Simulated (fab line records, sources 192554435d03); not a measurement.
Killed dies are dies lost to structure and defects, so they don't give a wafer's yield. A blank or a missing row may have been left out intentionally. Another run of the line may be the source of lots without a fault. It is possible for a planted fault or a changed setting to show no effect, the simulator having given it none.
fab line records	flow n5-finfet	part 1 of 2: steps 1 to 18 of 24
record lots=5	wafers=15	last-day=17
route steps=1938 shown BEOL_M11@1551
lots with no fault: from the same line, run without faults
start-h: the number of hours between the record's first day and the start of the first shown wafer of the lot	wait-h: hours since the lot's step before	" as in the row above	L1.1+2: a row that stands for several wafers	- no value present, or no start provided	* or withheld: withheld	< > ~ a bound
route shown NAME@n: NAME is a module with steps in the file, n the number in the route of the first one	usual: mean/standard deviation taken from wafers without a fault	same: alike in all rows	chamber/n: place in a boat	sites: each site's reading	_std_site: the standard deviation of these	_edge_site: mean of outer sites minus mean of inner sites	radius-mm: how far each site lies from the wafer's centre	mask NAME#n: copy n	behind: the tool/chamber that last shaped the wafer	hold: reason for holding the lot/hours on hold/outcome of the hold	device: the n, p or np transistor that did not switch	end of line: at the end of the route, the tests of the same wafers	a step without rows: its recipe alone	killed: count of dies lost to structure and defects at first sort (not the wafer's yield)	map: the dies of a wafer, with x for killed, . for not killed, _ for no die there
set.NAME: the setting that was run; set.NAME@STEP: the one run at that earlier step	model.NAME: the simulator's own value behind a step, which no gauge read
lots at selected steps of the route; one table per step, one row per wafer
services: the hour from which a tool's chamber was out of use, counted from the record's first day as start-h (under 0 if before that day), plus the number of hours and why
## steps
# step N5_BEOL_M11_INSPECT_13
# recipe mode=adi	inspect-instrument=brightfield
# usual raw-defect-count=380/92
lot.wafer	tool	chamber	start-h	wait-h	raw-defect-count
L074.1	defect-inspect-01	-	234.91	0.0	341
L074.4	"	-	"	"	187
L074.6	"	-	"	"	318
L079.1	defect-inspect-01	-	263.51	0.0	405
L079.3	"	-	"	"	340
L079.4	"	-	"	"	362
L086.2	defect-inspect-01	-	310.42	0.0	314
L086.3	"	-	"	"	414
L086.4	"	-	"	"	310
L088.2	defect-inspect-01	-	341.22	0.0	283
L088.4	"	-	"	"	239
L088.6	"	-	"	"	233
L094.1	defect-inspect-02	-	362.90	0.0	612
L094.3	"	-	"	"	393
L094.6	"	-	"	"	451
# step N5_BEOL_M11_DESCUM_16
# recipe chemistry=O2	time-s=7.9	source-power-w=50	bias-power-w=20	pressure-mtorr=20	rf-frequency-hz=2.712e+07	temp-c=40	resist=CAR-ArF	o2-flow-sccm=225
# usual drypump-motor-current-A=5.6/0.48	oes-product-au=0.78/0.091	rf-fwd-power-W=49.40/0.22	rf-vpp-V=243.4/1.3	showerhead-plenum-p-Torr=2.11/0.06	throttle-valve-pct=20.52/0.26
lot.wafer	tool	chamber	start-h	wait-h	drypump-motor-current-A	oes-product-au	rf-fwd-power-W	rf-hours-counter-h	rf-vpp-V	showerhead-plenum-p-Torr	throttle-valve-pct
L074.1	rie-diel-05	2	234.94	0.0	5.2	0.72	49.82	192	241.3	2.09	20.43
L074.4	"	1	"	"	5.6	0.70	48.99	205	243.6	2.08	20.59
L074.6	"	1	"	"	5.5	0.71	49.08	-	243.4	2.08	20.59
L079.1	rie-diel-05	3	263.54	0.0	5.8	0.73	49.27	187	243.8	2.08	20.55
L079.3	"	0	"	"	5.8	0.70	49.45	213	244.7	2.18	20.76
L079.4	"	3	"	"	5.8	0.73	49.53	-	242.3	2.08	20.55
L086.2	rie-diel-04	0	310.70	0.3	6.2	0.70	49.24	231	243.1	2.07	20.57
L086.3	"	1	"	"	5.6	0.75	49.33	154	242.7	2.09	20.82
L086.4	"	2	"	"	6.5	0.92	49.20	-	243.7	2.23	20.00
L088.2	rie-diel-05	3	341.25	0.0	5.8	0.71	49.71	211	242.9	2.07	20.57
L088.4	"	0	"	"	5.8	0.69	49.34	237	244.2	2.18	20.79
L088.6	"	2	"	"	5.2	0.68	49.26	-	243.7	2.08	20.47
L094.1	rie-diel-03	2	362.93	0.0	5.1	0.89	49.41	42	242.9	2.13	20.12
L094.3	"	0	"	"	5.5	0.80	49.33	112	240.8	2.03	20.53
L094.6	"	0	"	"	5.5	0.80	49.37	-	243.1	2.02	20.55
# step N5_BEOL_M11_ETCH_61
# recipe chemistry=CF4	target=SiARC	target-depth-a=390	mask-material=CAR-ArF	time-s=65	ion-energy-ev=80	pressure-mtorr=40	source-w=545	bias-w=36	Ar_flow_sccm=100	cf4-flow-sccm=100	ends=cleared
# usual bias-w=36.00/0.098	drypump-motor-current-A=5.6/0.48	etch-rf-on-time-s=65.3/1.5	oes-product-au=0.66/0.075	rf-fwd-power-W=538.5/2.4	rf-vpp-V=184.1/1.1	showerhead-plenum-p-Torr=2.15/0.059	throttle-valve-pct=15.65/0.26
lot.wafer	tool	chamber	start-h	wait-h	bias-w	drypump-motor-current-A	etch-rf-on-time-s	oes-product-au	rf-fwd-power-W	rf-hours-counter-h	rf-vpp-V	showerhead-plenum-p-Torr	throttle-valve-pct
L074.1	rie-diel-05	2	234.97	0.0	36.01	5.3	66.8	0.61	539.1	192	183.1	2.12	15.54
L074.4	"	1	"	"	35.95	5.5	69.3	0.58	534.0	205	185.1	2.11	15.75
L074.6	"	1	"	"	35.86	5.5	69.4	0.58	534.1	-	183.8	2.11	15.75
L079.1	rie-diel-05	3	263.58	0.0	35.95	5.8	65.0	0.63	538.5	187	183.9	2.12	15.74
L079.3	"	0	"	"	36.03	5.8	64.8	0.60	539.7	213	184.6	2.20	15.82
L079.4	"	3	"	"	35.93	5.9	65.2	0.62	539.0	-	183.5	2.12	15.73
L086.2	rie-diel-04	0	310.73	0.0	36.00	6.2	63.9	0.61	535.7	231	184.7	2.13	15.78
L086.3	"	1	"	"	36.04	5.6	67.1	0.63	537.4	154	183.8	2.14	15.98
L086.4	"	2	"	"	35.95	6.5	65.0	0.79	540.8	-	184.3	2.28	15.18
L088.2	rie-diel-05	3	341.28	0.0	35.95	5.8	65.1	0.61	540.4	211	184.0	2.11	15.79
L088.4	"	0	"	"	36.14	5.8	65.8	0.59	538.6	237	184.3	2.20	15.87
L088.6	"	2	"	"	36.15	5.3	66.5	0.58	538.3	-	183.3	2.11	15.60
L094.1	rie-diel-03	2	362.97	0.0	36.18	5.1	64.5	0.75	537.2	42	184.5	2.18	15.29
L094.3	"	0	"	"	36.04	5.5	66.4	0.67	538.6	112	183.4	2.07	15.64
L094.6	"	0	"	"	35.98	5.4	66.0	0.68	535.1	-	183.4	2.07	15.64
# step N5_BEOL_M11_ETCH_62
# recipe chemistry=N2/H2	target=SOC	target-depth-a=1100	overetch-a=220	mask-material=SiARC	temp-c=40	time-s=165	ion-energy-ev=200	pressure-mtorr=30	source-w=840	bias-w=150	n2-flow-sccm=200	h2-flow-sccm=200
# usual bias-w=150.0/0.46	drypump-motor-current-A=5.6/0.47	n2-flow-sccm=200.1/0.58	oes-product-au=0.66/0.071	rf-fwd-power-W=837.4/2.8	rf-vpp-V=524.2/2.2	showerhead-plenum-p-Torr=2.55/0.075	throttle-valve-pct=17.86/0.25
lot.wafer	tool	chamber	start-h	wait-h	bias-w	drypump-motor-current-A	n2-flow-sccm	oes-product-au	rf-fwd-power-W	rf-hours-counter-h	rf-vpp-V	showerhead-plenum-p-Torr	throttle-valve-pct
L074.1	rie-diel-05	2	235.02	0.0	150.2	5.3	200.7	0.60	835.2	192	525.8	2.52	17.73
L074.4	"	1	"	"	149.5	5.6	198.8	0.59	837.2	205	524.2	2.53	18.02
L074.6	"	1	"	"	150.1	5.6	199.9	0.60	836.7	-	523.3	2.54	18.02
L079.1	rie-diel-05	3	263.63	0.0	149.8	5.9	199.9	0.62	837.7	187	524.0	2.53	18.13
L079.3	"	0	"	"	150.1	5.8	200.3	0.60	837.1	213	527.6	2.61	17.92
L079.4	"	3	"	"	150.2	5.9	199.3	0.62	838.7	-	522.6	2.53	18.14
L086.2	rie-diel-04	0	310.78	0.0	149.9	6.1	200.8	0.60	839.1	231	521.3	2.52	18.07
L086.3	"	1	"	"	149.3	5.5	199.7	0.64	837.6	154	523.5	2.53	18.15
L086.4	"	2	"	"	150.1	6.6	200.0	0.79	839.1	-	528.4	2.72	17.55
L088.2	rie-diel-05	3	341.33	0.0	149.1	5.8	199.8	0.61	837.0	211	522.8	2.52	18.18
L088.4	"	0	"	"	149.6	5.8	200.0	0.59	844.1	237	526.3	2.60	17.95
L088.6	"	2	"	"	149.5	5.3	199.9	0.59	842.5	-	524.9	2.50	17.77
L094.1	rie-diel-03	2	363.02	0.0	150.1	5.1	200.0	0.75	835.7	42	524.7	2.57	17.40
L094.3	"	0	"	"	150.7	5.5	200.6	0.67	834.8	112	520.7	2.46	17.91
L094.6	"	0	"	"	150.5	5.5	199.8	0.68	835.1	-	521.3	2.46	17.91
# step N5_BEOL_M11_STRIP_68
# recipe chemistry=N2/H2	temp-c=40	n2-flow-sccm=200	h2-flow-sccm=200	rf-frequency-hz=6e+07
lot.wafer	tool	chamber	start-h	wait-h
L074.1+4+6	rie-diel-05	2,1,1	235.16	0.1
L079.1+3+4	rie-diel-05	3,0,3	263.76	0.1
L086.2+3+4	rie-diel-04	0,1,2	310.92	0.1
L088.2+4+6	rie-diel-05	3,0,2	341.47	0.1
L094.1+3+6	rie-diel-03	2,0,0	363.15	0.1
# step N5_BEOL_M11_STRIP_67
# recipe chemistry=CF4	resist=SiARC	power-w=300	bias-power-w=75	pressure-mtorr=50	cf4-flow-sccm=150	rf-frequency-hz=6e+07
# usual drypump-motor-current-A=5.6/0.48	oes-product-au=0.78/0.084	power-w=300.0/0.92	rf-vpp-V=271.3/1.4	showerhead-plenum-p-Torr=1.80/0.048	throttle-valve-pct=13.63/0.29
lot.wafer	tool	chamber	start-h	wait-h	drypump-motor-current-A	oes-product-au	power-w	rf-hours-counter-h	rf-vpp-V	showerhead-plenum-p-Torr	throttle-valve-pct
L074.1	rie-diel-05	2	235.17	0.0	5.3	0.72	300.7	192	270.3	1.77	13.52
L074.4	"	1	"	"	5.5	0.71	299.5	205	269.7	1.78	13.77
L074.6	"	1	"	"	5.5	0.71	300.6	-	270.8	1.78	13.76
L079.1	rie-diel-05	3	263.77	0.0	5.8	0.73	299.6	187	269.2	1.78	13.77
L079.3	"	0	"	"	5.8	0.71	299.3	213	271.9	1.85	13.86
L079.4	"	3	"	"	5.8	0.74	300.4	-	271.9	1.78	13.77
L086.2	rie-diel-04	0	310.93	0.0	6.2	0.70	300.8	231	269.5	1.78	13.77
L086.3	"	1	"	"	5.6	0.75	301.0	154	271.8	1.80	13.96
L086.4	"	2	"	"	6.6	0.93	300.0	-	273.6	1.90	13.10
L088.2	rie-diel-05	3	341.48	0.0	5.8	0.72	299.8	211	272.0	1.77	13.80
L088.4	"	0	"	"	5.8	0.70	299.6	237	271.4	1.84	13.89
L088.6	"	2	"	"	5.3	0.70	300.1	-	271.6	1.76	13.60
L094.1	rie-diel-03	2	363.16	0.0	5.1	0.87	298.4	42	271.1	1.83	13.22
L094.3	"	0	"	"	5.5	0.80	299.0	112	269.1	1.74	13.59
L094.6	"	0	"	"	5.5	0.80	299.9	-	269.4	1.74	13.60
# step N5_BEOL_M11_HM_OPEN_17
# recipe chemistry=Cl2/BCl3	target-depth-a=200	overetch-a=60	target=TiN	mask-material=SOC	ion-energy-ev=150	pressure-mtorr=10	icp-w=1000	bias-w=126	Cl2_flow_sccm=53.25	bcl3-flow-sccm=21.75	Ar_flow_sccm=25
# usual bias-w=126.0/0.4	drypump-motor-current-A=5.7/0.39	mfc-cl2-sccm=53.28/0.16	oes-product-au=0.68/0.092	rf-fwd-power-W=993/3.2	throttle-valve-pct=22.10/0.18
lot.wafer	tool	chamber	start-h	wait-h	bias-w	drypump-motor-current-A	mfc-cl2-sccm	oes-product-au	rf-fwd-power-W	rf-hours-counter-h	throttle-valve-pct
L074.1	rie-metal-03	1	235.21	0.0	126.0	5.7	53.18	0.78	995	8	22.26
L074.4	"	1	"	"	125.6	5.7	53.43	0.78	1000	-	22.25
L074.6	"	0	"	"	125.5	6.2	53.21	0.65	992	-	22.29
L079.1	rie-metal-01	0	263.82	0.0	125.5	5.3	53.24	0.79	991	3	21.87
L079.3	"	0	"	"	126.0	5.3	53.19	0.79	992	-	21.89
L079.4	"	1	"	"	126.1	6.3	53.23	0.55	996	-	22.10
L086.2	rie-metal-03	0	310.97	0.0	126.1	6.2	53.16	0.64	994	48	22.31
L086.3	"	0	"	"	126.1	6.1	53.68	0.64	996	-	22.28
L086.4	"	1	"	"	126.8	5.7	53.34	0.74	995	-	22.28
L088.2	rie-metal-01	0	341.55	0.1	126.3	5.3	53.18	0.74	992	-	21.90
L088.4	"	0	"	"	126.5	5.3	53.42	0.76	995	-	21.88
L088.6	"	0	"	"	126.3	5.3	53.53	0.75	993	-	21.88
L094.1	rie-metal-01	0	363.20	0.0	126.5	5.3	53.07	0.72	990	15	21.92
L094.3	"	0	"	"	126.0	5.3	53.36	0.72	1001	-	21.92
L094.6	"	1	"	"	125.4	6.3	53.20	0.81	991	-	21.90
# step N5_BEOL_M11_STRIP_19
# recipe chemistry=O2	power-w=400	temp-c=40	pressure-mtorr=30	rf-frequency-hz=6e+07	bias-power-w=0	overash-fraction=0.2	o2-flow-sccm=225
# usual drypump-motor-current-A=5.6/0.44	oes-product-au=0.78/0.094	rf-vpp-V=3.7/0.59	showerhead-plenum-p-Torr=2.11/0.057	throttle-valve-pct=16.76/0.28
lot.wafer	tool	chamber	start-h	wait-h	drypump-motor-current-A	oes-product-au	rf-hours-counter-h	rf-vpp-V	showerhead-plenum-p-Torr	throttle-valve-pct
L074.1	rie-diel-03	0	235.32	0.1	5.5	0.85	72	3.1	2.04	16.66
L074.4	"	2	"	"	5.1	0.96	8	3.9	2.14	16.26
L074.6	"	0	"	"	5.4	0.85	-	2.3	2.04	16.67
L079.1	rie-diel-04	0	263.93	0.1	6.1	0.71	212	4.0	2.08	16.79
L079.3	"	3	"	"	5.0	0.98	3	4.3	2.07	16.52
L079.4	"	0	"	"	6.2	0.70	-	4.2	2.08	16.78
L086.2	rie-diel-05	0	311.14	0.1	5.8	0.70	230	4.4	2.18	17.04
L086.3	"	1	"	"	5.5	0.69	223	4.7	2.08	16.89
L086.4	"	2	"	"	5.3	0.69	218	3.1	2.09	16.73
L088.2	rie-diel-03	2	341.81	0.2	5.1	0.91	35	4.7	2.13	16.30
L088.4	"	3	"	"	5.6	0.72	207	3.6	2.17	17.13
L088.6	"	3	"	"	5.6	0.72	-	4.3	2.17	17.15
L094.1	rie-diel-03	3	363.31	0.1	5.6	0.71	214	3.8	2.17	17.15
L094.3	"	0	"	"	5.5	0.80	112	3.5	2.03	16.73
L094.6	"	2	"	"	5.1	0.89	-	3.2	2.13	16.31
# step N5_BEOL_M11_CD_MEAS_18
# recipe pitch-nm=140	target-cd-nm=70
# usual cd-nm=70.1/0.62
lot.wafer	tool	chamber	start-h	wait-h	cd-nm
L074.1	cd-sem-03	-	235.39	0.0	70.4
L074.4	"	-	"	"	71.1
L074.6	"	-	"	"	70.6
L079.1	cd-sem-01	-	264.00	0.0	69.7
L079.3	"	-	"	"	70.3
L079.4	"	-	"	"	71.1
L086.2	cd-sem-01	-	311.22	0.1	69.7
L086.3	"	-	"	"	70.6
L086.4	"	-	"	"	70.1
L088.2	cd-sem-02	-	341.88	0.1	71.3
L088.4	"	-	"	"	69.5
L088.6	"	-	"	"	70.3
L094.1	cd-sem-02	-	363.38	0.0	70.2
L094.3	"	-	"	"	69.7
L094.6	"	-	"	"	69.5
# step N5_BEOL_M11_COAT_63
# recipe resist=SOC	temp-c=250	time-s=60	spin-rpm=1500	resist-thk-nm=100
# usual chill-plate-temp-C=23.03/0.094
lot.wafer	tool	chamber	start-h	wait-h	chill-plate-temp-C
L074.1	litho-track-05	0	237.74	2.3	22.97
L074.4	"	0	"	"	23.17
L074.6	"	0	"	"	23.14
L079.1	litho-track-01	0	265.59	1.6	23.04
L079.3	"	0	"	"	22.98
L079.4	"	0	"	"	22.91
L086.2	litho-track-05	0	311.28	0.1	23.05
L086.3	"	0	"	"	23.00
L086.4	"	0	"	"	23.03
L088.2	litho-track-03	0	344.80	2.9	23.11
L088.4	"	0	"	"	23.02
L088.6	"	0	"	"	23.17
L094.1	litho-track-05	0	363.97	0.6	22.95
L094.3	"	0	"	"	23.02
L094.6	"	0	"	"	22.92
# step N5_BEOL_M11_COAT_64
# recipe resist=SiARC	temp-c=220	time-s=60	spin-rpm=1500	resist-thk-nm=30
# usual chill-plate-temp-C=22.99/0.09
lot.wafer	tool	chamber	start-h	wait-h	chill-plate-temp-C
L074.1	litho-track-05	0	-	-	23.07
L074.4	"	0	"	"	23.09
L074.6	"	0	"	"	23.16
L079.1	litho-track-01	0	-	-	22.97
L079.3	"	0	"	"	22.97
L079.4	"	0	"	"	22.88
L086.2	litho-track-05	0	-	-	23.03
L086.3	"	0	"	"	23.02
L086.4	"	0	"	"	22.94
L088.2	litho-track-03	0	-	-	23.04
L088.4	"	0	"	"	23.05
L088.6	"	0	"	"	22.91
L094.1	litho-track-05	0	-	-	22.93
L094.3	"	0	"	"	22.82
L094.6	"	0	"	"	22.81
# step N5_BEOL_M11_COAT_22
# recipe resist=CAR-ArF	spin-rpm=1500	resist-thk-nm=90
# usual chill-plate-temp-C=22.99/0.11
lot.wafer	tool	chamber	start-h	wait-h	chill-plate-temp-C
L074.1	litho-track-05	0	-	-	22.82
L074.4	"	0	"	"	22.97
L074.6	"	0	"	"	22.87
L079.1	litho-track-01	0	-	-	23.25
L079.3	"	0	"	"	23.01
L079.4	"	0	"	"	23.13
L086.2	litho-track-05	0	-	-	23.08
L086.3	"	0	"	"	23.12
L086.4	"	0	"	"	23.02
L088.2	litho-track-03	0	-	-	22.82
L088.4	"	0	"	"	23.07
L088.6	"	0	"	"	23.17
L094.1	litho-track-05	0	-	-	23.02
L094.3	"	0	"	"	23.03
L094.6	"	0	"	"	23.04
# step N5_BEOL_M11_EBR_24
# recipe solvent=PGMEA	ebr-width-mm=1.5
# usual chill-plate-temp-C=23.00/0.1
lot.wafer	tool	chamber	start-h	wait-h	chill-plate-temp-C
L074.1	litho-track-05	0	-	-	23.04
L074.4	"	0	"	"	22.93
L074.6	"	0	"	"	23.16
L079.1	litho-track-01	0	-	-	23.03
L079.3	"	0	"	"	23.12
L079.4	"	0	"	"	22.93
L086.2	litho-track-05	0	-	-	23.05
L086.3	"	0	"	"	23.14
L086.4	"	0	"	"	23.14
L088.2	litho-track-03	0	-	-	23.18
L088.4	"	0	"	"	23.06
L088.6	"	0	"	"	23.03
L094.1	litho-track-05	0	-	-	23.12
L094.3	"	0	"	"	23.07
L094.6	"	0	"	"	23.04
# step N5_BEOL_M11_SOFTBAKE_23
# recipe temp-c=110	time-s=60	resist=CAR-ArF
# usual chill-plate-temp-C=23.00/0.12
lot.wafer	tool	chamber	start-h	wait-h	chill-plate-temp-C
L074.1	litho-track-05	0	-	-	22.96
L074.4	"	0	"	"	22.86
L074.6	"	0	"	"	23.02
L079.1	litho-track-01	0	-	-	22.74
L079.3	"	0	"	"	22.82
L079.4	"	0	"	"	22.83
L086.2	litho-track-05	0	-	-	22.96
L086.3	"	0	"	"	23.02
L086.4	"	0	"	"	23.00
L088.2	litho-track-03	0	-	-	22.89
L088.4	"	0	"	"	22.97
L088.6	"	0	"	"	23.14
L094.1	litho-track-05	0	-	-	22.71
L094.3	"	0	"	"	23.00
L094.6	"	0	"	"	23.07
# step N5_BEOL_M11_EXPOSE_25
# recipe mask-id=V10	na=1.35	source-shape=annular	sigma-inner=0.5	sigma-outer=0.8	polarization=unpolarized	dose-mj=85.5
# usual focus-offset-nm=0.0/0.5
lot.wafer	tool	chamber	start-h	wait-h	mask	focus-offset-nm
L074.1	arfi-scanner-01	0	237.86	-	V10#0	-0.3
L074.4	"	0	"	"	V10#0	-0.3
L074.6	"	0	"	"	V10#0	0.3
L079.1	arfi-scanner-02	0	265.84	-	V10#0	-0.5
L079.3	"	0	"	"	V10#0	-0.1
L079.4	"	0	"	"	V10#0	-0.4
L086.2	arfi-scanner-01	0	311.53	-	V10#0	-0.8
L086.3	"	0	"	"	V10#0	-0.5
L086.4	"	0	"	"	V10#0	0.2
L088.2	arfi-scanner-01	0	344.92	-	V10#0	-0.5
L088.4	"	0	"	"	V10#0	0.0
L088.6	"	0	"	"	V10#0	-0.1
L094.1	arfi-scanner-02	0	364.21	-	V10#0	-0.7
L094.3	"	0	"	"	V10#0	-0.3
L094.6	"	0	"	"	V10#0	-0.7
# step N5_BEOL_M11_PEB_26
# recipe peb-temp-c=withheld	peb-time-s=60	resist=CAR-ArF
# usual chill-plate-temp-C=23.00/0.095
lot.wafer	tool	chamber	start-h	wait-h	chill-plate-temp-C
L074.1	litho-track-05	0	237.92	0.1	22.86
L074.4	"	0	"	"	23.00
L074.6	"	0	"	"	22.90
L079.1	litho-track-05	0	265.90	0.1	23.03
L079.3	"	0	"	"	22.86
L079.4	"	0	"	"	22.93
L086.2	litho-track-05	0	311.59	0.1	22.99
L086.3	"	0	"	"	22.84
L086.4	"	0	"	"	22.84
L088.2	litho-track-01	0	344.98	0.1	23.08
L088.4	"	0	"	"	22.96
L088.6	"	0	"	"	22.80
L094.1	litho-track-01	0	364.27	0.1	22.89
L094.3	"	0	"	"	23.12
L094.6	"	0	"	"	23.08
# step N5_BEOL_M11_DEVELOP_27
# recipe develop-time-s=30	developer=TMAH	resist=CAR-ArF	rinse-liquid=diw	dry=air-spin	dev-temp-c=23
# usual chill-plate-temp-C=23.01/0.11
lot.wafer	tool	chamber	start-h	wait-h	chill-plate-temp-C
L074.1	litho-track-05	0	-	-	22.99
L074.4	"	0	"	"	23.14
L074.6	"	0	"	"	22.95
L079.1	litho-track-05	0	-	-	22.95
L079.3	"	0	"	"	23.02
L079.4	"	0	"	"	22.97
L086.2	litho-track-05	0	-	-	22.92
L086.3	"	0	"	"	22.94
L086.4	"	0	"	"	22.90
L088.2	litho-track-01	0	-	-	22.97
L088.4	"	0	"	"	22.94
L088.6	"	0	"	"	22.90
L094.1	litho-track-01	0	-	-	23.07
L094.3	"	0	"	"	23.01
L094.6	"	0	"	"	23.10
# step N5_BEOL_M11_CD_MEAS_28
# recipe target-cd-nm=70	landing-energy-ev=500	detector=se-inlens	polarity=opening
# usual cd-nm=70.4/0.94
lot.wafer	tool	chamber	start-h	wait-h	cd-nm
L074.1	cd-sem-03	0	237.99	-	70.6
L074.4	"	0	"	"	70.6
L074.6	"	0	"	"	71.5
L079.1	cd-sem-01	0	265.97	-	71.1
L079.3	"	0	"	"	71.0
L079.4	"	0	"	"	71.7
L086.2	cd-sem-03	0	311.66	-	68.9
L086.3	"	0	"	"	69.5
L086.4	"	0	"	"	68.4
L088.2	cd-sem-02	0	345.05	-	69.4
L088.4	"	0	"	"	71.7
L088.6	"	0	"	"	71.7
L094.1	cd-sem-03	0	364.34	-	68.3
L094.3	"	0	"	"	69.5
L094.6	"	0	"	"	69.8
